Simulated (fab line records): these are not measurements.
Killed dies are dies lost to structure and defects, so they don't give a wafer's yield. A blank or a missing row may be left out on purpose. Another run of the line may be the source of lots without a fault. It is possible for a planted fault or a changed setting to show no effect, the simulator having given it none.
Matching of chambers | flow n5 finfet | rie diel-04 running N5_BEOL_M8_ETCH_61: 4 sister chambers
The step etches SiARC in CF4, target depth 45.5 nm, time 75.8 s. 4 wafers are shown with their chamber, then 7 later ones without.

## EACH WAFER AND ITS CHAMBER
wafer  | chamber | throttle valve pct (%)
L086.2 | 3       | 15.66
L084.1 | 1       | 15.80
L088.1 | 2       | 15.39
L088.3 | 0       | 15.22

## WAFERS WITHOUT THEIR CHAMBER
wafer  | throttle valve pct (%)
L088.4 | 15.39
L091.2 | 15.40
L091.5 | 15.38
L091.6 | 15.20
L095.1 | 15.26
L095.2 | 15.69
L095.4 | 15.25

## WHICH CHAMBER EACH WENT THROUGH
wafer  | from the rows above | in truth
L088.4 | 2                   | 2
L091.2 | 2                   | 2
L091.5 | 2                   | 2
L091.6 | 0                   | 0
L095.1 | 0                   | 0
L095.2 | 3                   | 3
L095.4 | 0                   | 0
Placed correctly: 7 of 7. Left unplaced by these rows: 0. Number placed wrongly: 0.
How it was worked out, from the rows above alone: a wafer's distance from a chamber is the root of the sum, over the readings, of the square of ((its reading less the chamber's mean) divided by the reading's scatter). The wafer belongs to the nearest chamber; if the next one is less than 2 further off, it can't be placed. Each chamber's mean is taken over the wafers shown for it. The scatter: with one shown wafer a chamber, the root of the mean of the squares of how far each hidden wafer lies from its nearest shown one.
